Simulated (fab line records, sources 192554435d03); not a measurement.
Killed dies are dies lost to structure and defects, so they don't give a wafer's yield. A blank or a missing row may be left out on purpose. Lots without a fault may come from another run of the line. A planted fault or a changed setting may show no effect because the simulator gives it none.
fab line records | flow n5_finfet
record lots=4 wafers=12 last_day=17
route steps=1938 shown BEOL_M4@1099 BEOL_M5@1112 BEOL_M13@1694 PASSIVATION@1936
lots that met no fault: from a run of the same line without faults
start_h: hours from the record's first day to the start of the lot's first wafer shown | wait_h: hours since the lot's step before | " the same as in the row above | L1.1+2: a row that stands for several wafers | - no value, or no start given | * or withheld: withheld | < > ~ a bound
route shown NAME@n: a module of which the file shows steps, and the number in the route of the first | usual: mean/standard deviation of fault-free wafers | same: alike in all rows | chamber/n: place in a boat | sites: the reading at each site | _std_site: their standard deviation | _edge_site: outer sites' mean less inner sites' | radius_mm: how far each site lies from the wafer's centre | mask NAME#n: copy n | behind: the tool/chamber that last shaped the wafer | hold: why the lot was held/for how many hours/how that ended | device: the transistor (n, p or np) that didn't switch | end of line: the same wafers' tests at the end of the route | a step without rows: its recipe alone | killed: dies lost to structure and defects at the first sort, not the wafer's yield | map: a wafer's dies, x killed, . not, _ none there
set.NAME: the setting as run; set.NAME@STEP: as run at that earlier step | model.NAME: the simulator's own value behind a step, which no gauge read
lots at some steps of the route; a table a step, a row a wafer
services: from which hour (start_h, from the record's first day; less than 0 if before it) a tool's chamber was out of use, for how many hours, and why
## steps
# step N5_BEOL_M4_ANNEAL_95
# recipe temp_c=400 time_s=240 ambient=vacuum
# step N5_BEOL_M4_SPUTTER_96
# recipe material=Cu target_thk_a=45 temp_c=-20 chamber_pressure_pa=0.07 power_w=withheld time_s=8.29
# step N5_BEOL_M4_ECD_50
# recipe material=Cu target_thk_a=3000
# step N5_BEOL_M4_ANNEAL_51
# recipe temp_c=225 time_s=90 ambient=N2
# step N5_BEOL_M4_CMP_52
# recipe stop_on=SiOC t_overpolish_s=6.8 down_force_psi=1 platen_rpm=50 clearing_platen_down_force_psi=1.5 clearing_platen_rpm=50 post_cmp_clean=cu_alkaline target_thk_nm=40 clearing_platen_pad_velocity_m_s=0.99484 pad_velocity_m_s=0.99484
# step N5_BEOL_M4_PRE_CLEAN_60
# recipe gas=NH3/H2 time_s=15 temp_c=* rf_power_w=300
# step N5_BEOL_M4_CO_CAP_55
# recipe material=Co target_thk_a=20 temp_c=200 precursor=CCTBA/H2 pressure_torr=30 time_s=102.1
# step N5_BEOL_M4_PRE_CLEAN_56
# recipe gas=NH3 time_s=15 temp_c=withheld rf_power_w=300
# step N5_BEOL_M4_DEP_57
# recipe material=SiCN target_thk_a=80 temp_c=withheld precursor=3MS/NH3 pressure_torr=3 rf_w=202 time_s=14
# step N5_BEOL_M4_RC_MEAS_101
# usual DIBL_N=35.9/1.3 DIBL_P=35.9/1.6 IOFF_N=0.156/0.022 IOFF_P=0.205/0.023 ION_N=675/9 ION_P=463/5.6 SS_N=71.4/0.57 SS_P=73.1/0.52 VT_N=249.7/2.8 VT_P=-250.2/2.5
# columns lot.wafer tool chamber start_h wait_h DIBL_N[mV/V] DIBL_P[mV/V] IOFF_N[nA/um] IOFF_P[nA/um] ION_N[uA/um] ION_P[uA/um] SS_N[mV/dec] SS_P[mV/dec] VT_N[mV] VT_P[mV]
L906.2 prober-01 0 197.59 0.2 36.1 37.8 0.171 0.199 680 455 71.8 73.5 250.7 -252.6
L906.4 " 0 " " 35.2 36.3 0.154 0.180 678 463 71.2 72.9 251.4 -252.8
L906.6 " 0 " " 36.0 37.2 0.173 0.202 683 460 71.9 73.8 248.2 -251.9
L908.2 prober-02 0 199.94 0.2 33.1 33.5 0.113 0.175 666 466 71.0 72.9 256.7 -249.9
L908.3 " 0 " " 36.0 36.2 0.151 0.211 679 466 71.2 73.3 251.8 -249.5
L908.5 " 0 " " 33.5 33.2 0.120 0.171 663 457 71.6 72.5 256.4 -251.0
L922.2 prober-01 0 302.94 0.2 34.1 35.3 0.140 0.187 669 453 71.1 72.6 250.7 -250.7
L922.3 " 0 " " 32.8 34.4 0.122 0.172 664 456 71.0 72.3 252.6 -252.9
L922.5 " 0 " " 34.4 35.5 0.141 0.191 665 456 71.6 73.1 251.8 -251.7
L924.1 prober-01 0 314.14 0.0 35.4 34.5 0.134 0.196 669 466 71.3 72.6 251.3 -248.1
L924.2 " 0 " " 37.2 36.4 0.151 0.222 664 460 71.8 72.9 250.6 -248.3
L924.5 " 0 " " 35.4 34.5 0.128 0.197 669 471 71.4 72.8 253.1 -250.1
# step N5_BEOL_M5_ILD_DEP_00
# recipe material=SiCOH_lowk target_thk_a=1406.4 temp_c=300 precursor=DEMS/porogen pressure_torr=5 rf_w=500 time_s=25.9
# step N5_BEOL_M5_CURE_79
# recipe temp_c=385 time_s=240 ambient=He/Ar material=SiCOH_lowk
# step N5_BEOL_M5_PECVD_70
# recipe material=SiO2 target_thk_a=160 temp_c=400 precursor=TEOS/O2 pressure_torr=5.5 rf_w=450 teos_flow_sccm=53.8 gas=O2 flow_sccm=3000 time_s=18
# step N5_BEOL_M5_HM_DEP_02
# recipe material=TiN target_thk_a=200 temp_c=25 chamber_pressure_pa=0.49996
# step N5_BEOL_M5_COAT_59
# recipe resist=SOC temp_c=250 time_s=60 spin_rpm=1500 resist_thk_nm=60
# step N5_BEOL_M5_COAT_60
# recipe resist=SiARC temp_c=220 time_s=60 spin_rpm=1500 resist_thk_nm=12
# step N5_BEOL_M5_COAT_71
# recipe resist=underlayer temp_c=205 time_s=60 spin_rpm=1500 resist_thk_nm=5
# step N5_BEOL_M5_COAT_05
# recipe resist=CAR-EUV spin_rpm=1500 resist_thk_nm=30
# step N5_BEOL_M5_EBR_07
# recipe solvent=PGMEA ebr_width_mm=1.5
# step N5_BEOL_M5_SOFTBAKE_06
# recipe temp_c=110 time_s=60 resist=CAR-EUV
# step N5_BEOL_M5_EXPOSE_08
# recipe mask_id=M5 na=0.33 source_shape=annular sigma_inner=0.4 sigma_outer=0.8 polarization=unpolarized target_cd_nm=28 dose_mj=35.75
# step N5_BEOL_M5_PEB_09
# recipe peb_temp_c=100 peb_time_s=60 resist=CAR-EUV
# step N5_BEOL_M5_DEVELOP_10
# recipe develop_time_s=30 developer=TMAH resist=CAR-EUV rinse_liquid=surfactant_rinse dry=air_spin dev_temp_c=23
# step N5_BEOL_M5_DESCUM_16
# recipe chemistry=O2 time_s=7 source_power_w=50 bias_power_w=20 pressure_mtorr=20 rf_frequency_hz=2.712e+07 temp_c=40 resist=CAR-EUV o2_flow_sccm=225
# step N5_BEOL_M5_ETCH_72
# recipe chemistry=N2/H2 target=underlayer target_depth_a=65 mask_material=CAR-EUV time_s=5.2 ion_energy_ev=200 pressure_mtorr=30 source_w=840 bias_w=150 n2_flow_sccm=200 h2_flow_sccm=200 ends=cleared
# step N5_BEOL_M5_ETCH_61
# recipe chemistry=CF4 target=SiARC target_depth_a=156 mask_material=CAR-EUV time_s=26 ion_energy_ev=80 pressure_mtorr=40 source_w=545 bias_w=36 Ar_flow_sccm=100 cf4_flow_sccm=100 ends=cleared
# step N5_BEOL_M5_ETCH_62
# recipe chemistry=N2/H2 target=SOC target_depth_a=750 overetch_a=150 mask_material=SiARC temp_c=40 time_s=112.5 ion_energy_ev=200 pressure_mtorr=30 source_w=840 bias_w=150 n2_flow_sccm=200 h2_flow_sccm=200
# step N5_BEOL_M5_STRIP_63
# recipe chemistry=N2/H2 temp_c=40 n2_flow_sccm=200 h2_flow_sccm=200 rf_frequency_hz=6e+07
# step N5_BEOL_M5_STRIP_73
# recipe chemistry=N2/H2 temp_c=40 n2_flow_sccm=200 h2_flow_sccm=200 rf_frequency_hz=6e+07
# step N5_BEOL_M5_STRIP_64
# recipe chemistry=CF4 resist=SiARC power_w=300 bias_power_w=75 pressure_mtorr=50 cf4_flow_sccm=150 rf_frequency_hz=6e+07
# step N5_BEOL_M5_HM_OPEN_17
# recipe chemistry=Cl2/BCl3 target_depth_a=200 overetch_a=60 target=TiN mask_material=SOC ion_energy_ev=150 pressure_mtorr=10 icp_w=1000 bias_w=126 Cl2_flow_sccm=53.25 bcl3_flow_sccm=21.75 Ar_flow_sccm=25
# step N5_BEOL_M5_STRIP_19
# recipe chemistry=O2 power_w=400 temp_c=40 pressure_mtorr=30 rf_frequency_hz=6e+07 bias_power_w=0 overash_fraction=0.2 o2_flow_sccm=225
# step N5_BEOL_M5_COAT_65
# recipe resist=SOC temp_c=250 time_s=60 spin_rpm=1500 resist_thk_nm=60
# step N5_BEOL_M5_COAT_66
# recipe resist=SiARC temp_c=220 time_s=60 spin_rpm=1500 resist_thk_nm=12
# step N5_BEOL_M13_ETCH_68
# recipe chemistry=N2/H2 target=SOC mask_material=SiARC source_w=3000 bias_w=350 temp_c=40 time_s=355 ion_energy_ev=200 pressure_mtorr=30 n2_flow_sccm=200 h2_flow_sccm=200
# usual bias_w=350.1/0.97 chamber_pressure_mTorr=30.004/0.026 drypump_motor_current_A=5.7/0.49 h2_flow_sccm=200.0/0.54 oes_product_au=0.80/0.084 rf_vpp_V=522.7/2.3 showerhead_plenum_p_Torr=2.50/0.075 throttle_valve_pct=17.67/0.2
# columns lot.wafer tool chamber start_h wait_h bias_w chamber_pressure_mTorr drypump_motor_current_A h2_flow_sccm oes_product_au rf_hours_counter_h rf_vpp_V showerhead_plenum_p_Torr throttle_valve_pct model.coat_of_BEOL_M13_COAT_22.thk_nm model.SiARC_of_BEOL_M13_COAT_66.thk_nm
L906.2 rie_diel-06 3 266.30 0.1 - - - - - - - - - 209.8 110.2
L906.4 " 1 " " - - - - - - - - - 210.6 110.2
L906.6 " 0 " " - - - - - - - - - 210.4 110.4
L908.2 rie_diel-02 0 272.33 0.1 - - - - - - - - - 212 110
L908.3 " 2 " " - - - - - - - - - 210.6 110
L908.5 " 3 " " - - - - - - - - - 210.8 109.8
L922.2 rie_diel-02 1 369.72 0.1 349.1 30.042 6.1 199.6 0.86 62 522.8 2.46 17.59 0 76.8
L922.3 " 0 " " 350.0 30.022 5.9 200.2 0.94 17 522.7 2.49 17.45 0 76.6
L922.5 " 1 " " 349.0 29.975 6.1 199.5 0.85 - 523.1 2.46 17.60 0 76.6
L924.1 rie_diel-01 3 384.49 0.1 351.0 30.025 4.7 199.7 0.75 157 522.1 2.44 17.69 0 77
L924.2 " 1 " " 351.2 30.024 5.8 200.7 0.70 215 521.0 2.41 17.61 0 77.4
L924.5 " 1 " " 351.1 30.028 5.8 200.4 0.70 - 520.0 2.41 17.61 0 77.8
# step N5_PASSIVATION_PROBE_49
# usual defect_limited_yield=91.3/1.4 killed_at_M0_to_M3=35/11 killed_at_M4_up=14/5.4 killed_at_contacts=12/6.2 killed_at_front_end=38/11 killed_at_other=4.1/2.8 killed_dies=103/17 killed_on_rim=13/4 killed_open=66/13 killed_short=34/8.2 sort_bin_5_function=5.1/0.89 sort_bin_6_memory=3.3/0.72 sort_n_pass=1077/17 sort_yield_pct=91.3/1.4
# same gross_dies=1180 killed_at_back_side=0 sort_bin_4_leakage[%]=0 sort_bin_8_speed[%]=0
# columns lot.wafer tool chamber start_h wait_h defect_limited_yield[%] killed_at_M0_to_M3 killed_at_M4_up killed_at_contacts killed_at_front_end killed_at_other killed_dies killed_on_rim killed_open killed_short sort_bin_5_function[%] sort_bin_6_memory[%] sort_n_pass sort_yield_pct[%]
L906.2 prober-01 - 294.27 0.7 0 31 1071 17 51 10 1180 152 76 34 95.8 3.7 0 0
L906.4 prober-01 - 294.37 0.8 0 17 1078 19 55 11 1180 152 76 32 96.1 3.6 0 0
L906.6 prober-01 - 294.47 0.9 0 25 1089 11 47 8 1180 152 66 33 96.0 3.6 0 0
L908.2 prober-01 - 305.34 0.1 0 30 1110 8 32 0 1180 152 66 29 96.9 2.7 0 0
L908.3 prober-01 - 305.39 0.1 0 26 1087 15 49 3 1180 152 58 45 97.0 2.6 0 0
L908.5 prober-01 - 305.49 0.2 0 24 1075 18 54 9 1180 152 76 41 96.4 3.3 0 0
# killed by level:class
L906.2 BEOL_M13:area_etch=1066 MOL_CONTACT_COAG:geometric_particle:open=15 DUMMY_GATE:geometric_particle:open=12 BEOL_M2:geometric_particle:open=12 FIN_SAQP:geometric_particle:short=9 FIN_SAQP:geometric_particle:open=5 BEOL_M0_SAQP:geometric_particle:open=5 ILD0:geometric_particle:short=4
L906.4 BEOL_M13:area_etch=1070 STI_FIN_REVEAL:geometric_particle:open=18 MOL_CONTACT_COAG:geometric_particle:open=13 BEOL_M2:geometric_particle:open=7 GATE_CUT:geometric_particle:open=6 MOL_CONTACT_COAG:geometric_particle:short=6 DUMMY_GATE:geometric_particle:open=5 PAD_METAL:geometric_particle:open=5
L906.6 BEOL_M13:area_etch=1079 FIN_SAQP:geometric_particle:open=14 MOL_CONTACT_COAG:geometric_particle:open=11 BEOL_M2:geometric_particle:open=10 BEOL_M0_SAQP:geometric_particle:short=7 FIN_SAQP:geometric_particle:short=6 STI_FIN_REVEAL:geometric_particle:open=6 ILD0:geometric_particle:short=4
L908.2 BEOL_M13:area_etch=1083 BEOL_M4:geometric_particle:open=16 BEOL_M0_SAQP:geometric_particle:open=8 STI_FIN_REVEAL:geometric_particle:open=6 MOL_CONTACT_COAG:geometric_particle:open=6 BEOL_M0_SAQP:geometric_particle:short=6 BEOL_M1:geometric_particle:open=5 BEOL_M2:geometric_particle:open=5
L908.3 BEOL_M13:area_etch=1077 FIN_SAQP:geometric_particle:short=10 MOL_CONTACT_COAG:geometric_particle:open=10 BEOL_M0_SAQP:geometric_particle:short=8 FIN_SAQP:geometric_particle:open=6 BEOL_M4:geometric_particle:open=6 MOL_CONTACT_COAG:geometric_particle:short=5 BEOL_M2:geometric_particle:open=5
L908.5 BEOL_M13:area_etch=1062 MOL_CONTACT_COAG:geometric_particle:open=16 FIN_SAQP:geometric_particle:short=14 STI_FIN_REVEAL:geometric_particle:open=8 DUMMY_GATE:geometric_particle:open=8 FIN_SAQP:geometric_particle:open=7 BEOL_M1:geometric_particle:open=6 PASS1_CAP:geometric_particle:open=6
# map L906.2 (x killed, . not)
_________________xxxxxxxxxxxx________________
______________xxxxxxxxxxxxxxxxxx_____________
___________xxxxxxxxxxxxxxxxxxxxxxxx__________
__________xxxxxxxxxxxxxxxxxxxxxxxxxx_________
________xxxxxxxxxxxxxxxxxxxxxxxxxxxxxx_______
_______xxxxxxxxxxxxxxxxxxxxxxxxxxxxxxxx______
______xxxxxxxxxxxxxxxxxxxxxxxxxxxxxxxxxx_____
_____xxxxxxxxxxxxxxxxxxxxxxxxxxxxxxxxxxxx____
____xxxxxxxxxxxxxxxxxxxxxxxxxxxxxxxxxxxxxx___
___xxxxxxxxxxxxxxxxxxxxxxxxxxxxxxxxxxxxxxxx__
___xxxxxxxxxxxxxxxxxxxxxxxxxxxxxxxxxxxxxxxx__
__xxxxxxxxxxxxxxxxxxxxxxxxxxxxxxxxxxxxxxxxxx_
__xxxxxxxxxxxxxxxxxxxxxxxxxxxxxxxxxxxxxxxxxx_
_xxxxxxxxxxxxxxxxxxxxxxxxxxxxxxxxxxxxxxxxxxxx
_xxxxxxxxxxxxxxxxxxxxxxxxxxxxxxxxxxxxxxxxxxxx
_xxxxxxxxxxxxxxxxxxxxxxxxxxxxxxxxxxxxxxxxxxxx
_xxxxxxxxxxxxxxxxxxxxxxxxxxxxxxxxxxxxxxxxxxxx
_xxxxxxxxxxxxxxxxxxxxxxxxxxxxxxxxxxxxxxxxxxxx
_xxxxxxxxxxxxxxxxxxxxxxxxxxxxxxxxxxxxxxxxxxxx
_xxxxxxxxxxxxxxxxxxxxxxxxxxxxxxxxxxxxxxxxxxxx
_xxxxxxxxxxxxxxxxxxxxxxxxxxxxxxxxxxxxxxxxxxxx
__xxxxxxxxxxxxxxxxxxxxxxxxxxxxxxxxxxxxxxxxxx_
__xxxxxxxxxxxxxxxxxxxxxxxxxxxxxxxxxxxxxxxxxx_
___xxxxxxxxxxxxxxxxxxxxxxxxxxxxxxxxxxxxxxxx__
___xxxxxxxxxxxxxxxxxxxxxxxxxxxxxxxxxxxxxxxx__
____xxxxxxxxxxxxxxxxxxxxxxxxxxxxxxxxxxxxxx___
_____xxxxxxxxxxxxxxxxxxxxxxxxxxxxxxxxxxxx____
______xxxxxxxxxxxxxxxxxxxxxxxxxxxxxxxxxx_____
_______xxxxxxxxxxxxxxxxxxxxxxxxxxxxxxxx______
________xxxxxxxxxxxxxxxxxxxxxxxxxxxxxx_______
__________xxxxxxxxxxxxxxxxxxxxxxxxxx_________
___________xxxxxxxxxxxxxxxxxxxxxxxx__________
______________xxxxxxxxxxxxxxxxxx_____________
_________________xxxxxxxxxxxx________________
# map L908.2 (x killed, . not)
_________________xxxxxxxxxxxx________________
______________xxxxxxxxxxxxxxxxxx_____________
___________xxxxxxxxxxxxxxxxxxxxxxxx__________
__________xxxxxxxxxxxxxxxxxxxxxxxxxx_________
________xxxxxxxxxxxxxxxxxxxxxxxxxxxxxx_______
_______xxxxxxxxxxxxxxxxxxxxxxxxxxxxxxxx______
______xxxxxxxxxxxxxxxxxxxxxxxxxxxxxxxxxx_____
_____xxxxxxxxxxxxxxxxxxxxxxxxxxxxxxxxxxxx____
____xxxxxxxxxxxxxxxxxxxxxxxxxxxxxxxxxxxxxx___
___xxxxxxxxxxxxxxxxxxxxxxxxxxxxxxxxxxxxxxxx__
___xxxxxxxxxxxxxxxxxxxxxxxxxxxxxxxxxxxxxxxx__
__xxxxxxxxxxxxxxxxxxxxxxxxxxxxxxxxxxxxxxxxxx_
__xxxxxxxxxxxxxxxxxxxxxxxxxxxxxxxxxxxxxxxxxx_
_xxxxxxxxxxxxxxxxxxxxxxxxxxxxxxxxxxxxxxxxxxxx
_xxxxxxxxxxxxxxxxxxxxxxxxxxxxxxxxxxxxxxxxxxxx
_xxxxxxxxxxxxxxxxxxxxxxxxxxxxxxxxxxxxxxxxxxxx
_xxxxxxxxxxxxxxxxxxxxxxxxxxxxxxxxxxxxxxxxxxxx
_xxxxxxxxxxxxxxxxxxxxxxxxxxxxxxxxxxxxxxxxxxxx
_xxxxxxxxxxxxxxxxxxxxxxxxxxxxxxxxxxxxxxxxxxxx
_xxxxxxxxxxxxxxxxxxxxxxxxxxxxxxxxxxxxxxxxxxxx
_xxxxxxxxxxxxxxxxxxxxxxxxxxxxxxxxxxxxxxxxxxxx
__xxxxxxxxxxxxxxxxxxxxxxxxxxxxxxxxxxxxxxxxxx_
__xxxxxxxxxxxxxxxxxxxxxxxxxxxxxxxxxxxxxxxxxx_
___xxxxxxxxxxxxxxxxxxxxxxxxxxxxxxxxxxxxxxxx__
___xxxxxxxxxxxxxxxxxxxxxxxxxxxxxxxxxxxxxxxx__
____xxxxxxxxxxxxxxxxxxxxxxxxxxxxxxxxxxxxxx___
_____xxxxxxxxxxxxxxxxxxxxxxxxxxxxxxxxxxxx____
______xxxxxxxxxxxxxxxxxxxxxxxxxxxxxxxxxx_____
_______xxxxxxxxxxxxxxxxxxxxxxxxxxxxxxxx______
________xxxxxxxxxxxxxxxxxxxxxxxxxxxxxx_______
__________xxxxxxxxxxxxxxxxxxxxxxxxxx_________
___________xxxxxxxxxxxxxxxxxxxxxxxx__________
______________xxxxxxxxxxxxxxxxxx_____________
_________________xxxxxxxxxxxx________________
## services
# columns tool chamber start_h hours kind
rie_diel-06 - 276.05 14.6 pm
rie_diel-02 - 279.98 0.2 repair
rie_diel-02 0 283.46 - clean
rie_diel-02 0 283.46 - consumable_replace:focus_ring
rie_diel-02 0 283.46 27.3 scheduled_down
rie_diel-02 0 283.46 27.3 vent_cycle
rie_diel-06 2 307.59 1.2 repair
rie_diel-06 2 308.94 - clean
rie_diel-06 2 308.94 - consumable_replace:focus_ring
rie_diel-06 2 308.94 16.3 scheduled_down
rie_diel-06 2 308.94 16.3 vent_cycle
rie_diel-02 0 316.35 5.3 repair
rie_diel-02 3 326.91 - clean
rie_diel-02 3 326.91 - consumable_replace:focus_ring
rie_diel-02 3 326.91 21.4 scheduled_down
rie_diel-02 3 326.91 21.4 vent_cycle
rie_diel-06 2 335.32 3.3 repair
rie_diel-02 3 363.11 7.7 repair
## key
first_sign step=N5_BEOL_M13_ETCH_68 reading=tool_record direction=missing
effect step=N5_PASSIVATION_PROBE_49 reading=killed_at_M4_up direction=up sigmas=99+ usual=14 struck=1085
model_effect step=N5_BEOL_M13_ETCH_68 value=coat_of_BEOL_M13_COAT_22.thk_nm without=0 struck=210.7
more_kills_born_at N5_BEOL_M13_ETCH_68@rie_diel-02=3222 N5_BEOL_M13_ETCH_68@rie_diel-06=3215
met_at N5_BEOL_M13_ETCH_68
struck_wafers L906.2,L906.4,L906.6,L908.2,L908.3,L908.5
later_rows_left_out L906.2,L906.4,L906.6,L908.2,L908.3,L908.5
fault kind=skipped_step_whole tool=rie_diel-02,rie_diel-06 chamber=- onset_h=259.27 steps=N5_BEOL_M13_ETCH_68 scope=struck_lots_only
# later_rows_left_out: the simulator's readings of these wafers behind a module that went badly wrong aren't trusted and aren't shown, but for the sort
